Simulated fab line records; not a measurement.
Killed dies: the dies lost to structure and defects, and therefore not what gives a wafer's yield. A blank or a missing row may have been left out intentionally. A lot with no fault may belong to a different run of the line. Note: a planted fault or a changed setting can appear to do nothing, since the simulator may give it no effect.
Split-lot trial | flow n5_finfet | route with 1938 steps; 7 lots, 21 wafers read

## THE SPLIT ITSELF
At N5_SD_EPI_N_EPI_21 (deposits Si:P, time 690 s), the setting epi_growth_time_s was moved away from the recipe's 690 s on 4 of the 21 wafers read, by +3.9% to +9.3%. All remaining wafers had this setting at the recipe value.

## FROM THE SPLIT TO THE READING: what the file shows between them, 13 steps
- N5_SD_EPI_P_COAT_35: time 60 s, resist thk 35 nm (also split here: spin_rpm)
- N5_SD_EPI_P_COAT_03: resist thk 150 nm
- N5_SD_EPI_P_EBR_05
- N5_SD_EPI_P_DESCUM_14: chemistry O2, time 7.9 s
- N5_SD_EPI_P_ETCH_36: etches SiARC in CF4, target depth 45.5 nm, time 75.8 s
- N5_SD_EPI_P_ETCH_37: etches SOC in N2/H2, overetch 108 nm, time 486 s
- N5_SD_EPI_P_STRIP_38: strips in N2/H2
- N5_SD_EPI_P_EPI_21: deposits SiGe:B, time 355 s
- N5_SD_EPI_P_HM_STRIP_48: strips SiNx in H3PO4, material SiNx, target depth 3 nm
- N5_SD_EPI_P_SRD_49: time 30 s
- N5_SD_EPI_P_PRECLEAN_24: cleans in O3/DIW, time 45 s
- N5_SD_ACTIVATION_RTA_00: time 0 s
- N5_SD_ACTIVATION_LSA_01: time 0.0008 s

## THE READING
RS_SD_N in ohm/sq, measured at N5_SD_ACTIVATION_RS_MEAS_03 by four-point-probe. Fault-free wafers of this fab line usually give 21.95 ohm/sq, standard deviation 0.28 ohm/sq.

wafer  | tool, chamber at the split | epi_growth_time_s as run, s | against the recipe | RS_SD_N, ohm/sq | against lot-mates on the recipe
L078.2 | epi_rpcvd-01, 0            | 690                         | recipe             | 22.15           | -
L078.4 | epi_rpcvd-01, 0            | 690                         | recipe             | 22.11           | -
L078.5 | epi_rpcvd-01, 0            | 690                         | recipe             | 22.12           | -
L080.1 | epi_rpcvd-01, 0            | 754.4                       | +9.3%              | 20.95           | -1.31
L080.4 | epi_rpcvd-01, 0            | 690                         | recipe             | 22.26           | -
L080.6 | epi_rpcvd-01, 0            | 754.4                       | +9.3%              | 20.83           | -1.43
L083.2 | epi_rpcvd-01, 0            | 741.7                       | +7.5%              | 20.57           | -1.40
L083.3 | epi_rpcvd-01, 0            | 690                         | recipe             | 21.91           | -
L083.6 | epi_rpcvd-01, 0            | 690                         | recipe             | 22.03           | -
L084.1 | epi_rpcvd-02, 0            | 690                         | recipe             | 21.79           | -
L084.3 | epi_rpcvd-02, 0            | 717.1                       | +3.9%              | 21.58           | -0.30
L084.4 | epi_rpcvd-02, 0            | 690                         | recipe             | 21.98           | -
L087.3 | epi_rpcvd-04, 0            | 690                         | recipe             | 21.64           | -
L087.4 | epi_rpcvd-04, 0            | 690                         | recipe             | 21.60           | -
L087.6 | epi_rpcvd-04, 0            | 690                         | recipe             | 21.56           | -
L095.1 | epi_rpcvd-02, 0            | 690                         | recipe             | 22.37           | -
L095.3 | epi_rpcvd-02, 0            | 690                         | recipe             | 21.97           | -
L095.6 | epi_rpcvd-02, 0            | 690                         | recipe             | 22.00           | -
L097.4 | epi_rpcvd-01, 0            | 690                         | recipe             | 22.28           | -
L097.5 | epi_rpcvd-01, 0            | 690                         | recipe             | 22.43           | -
L097.6 | epi_rpcvd-01, 0            | 690                         | recipe             | 22.16           | -

FIT RESULTS
A straight line over all 21 wafers: RS_SD_N changes by -0.137 ohm/sq for each +1% of epi_growth_time_s; r = -0.86; the points scatter about the line by 0.26 ohm/sq.
The same after taking each lot's own level away (the mean of its wafers on the recipe; 21 wafers): -0.152 ohm/sq for each +1%; r = -0.97; scatter 0.13 ohm/sq.
The reading moves by 1.4 ohm/sq for the largest change in epi_growth_time_s, on that fit.
From 21.600 to 22.290 ohm/sq: that is the span of the lots' own levels, equal to 2.5 times the standard deviation above.
So the lot-to-lot level changes the slope: the two fits differ.
Check: for one of the wafers moved furthest among these (+9.3%), held out of the fit, the line's prediction against its lot-mates is -1.47 ohm/sq. It came out at -1.31 ohm/sq against them.

## THE OTHER SPLITS THESE WAFERS WENT THROUGH
These wafers also went through other splits before the reading. Each is held against what the fit with the lots' levels taken away leaves over:
other split on the same wafers | wafers away from the commonest value | r with RS_SD_N (lot level and that fit taken away)
N5_WELL_APT_COAT_02 spin_rpm   | 6                                    | +0.27
N5_WELL_APT_PEB_06 peb_time_s  | 7                                    | +0.06
N5_DUMMY_GATE_COAT_34 spin_rpm | 8                                    | +0.24
N5_DUMMY_GATE_DESCUM_20 time_s | 7                                    | +0.18
N5_SD_EPI_P_COAT_35 spin_rpm   | 6                                    | +0.00

## THE WHOLE CHAIN: every reading that the file lists as answering this split, in the file's order
step                        | what it does                                           | reading                                                                         | change (the file's fit)               | r (the file's)
N5_SD_EPI_N_EPI_21          | deposits Si:P, time 690 s                              | Si-P_of_SD_EPI_N_EPI_21.thk_nm (the simulator's own value, which no gauge read) | +0.435 nm for each +1% of the setting | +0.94
N5_SD_EPI_P_HM_STRIP_48     | strips SiNx in H3PO4, material SiNx, target depth 3 nm | Si-P_of_SD_EPI_N_EPI_21.thk_nm (the simulator's own value, which no gauge read) | +0.436 nm for each +1% of the setting | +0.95
N5_SD_ACTIVATION_RS_MEAS_03 | measures by four-point-probe                           | RS_SD_N                                                                         | -0.154 for each +1% of the setting    | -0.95

## THE FILE'S OWN FIT
RS_SD_N changes by -0.154 ohm/sq for each +1% of epi_growth_time_s, r = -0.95.
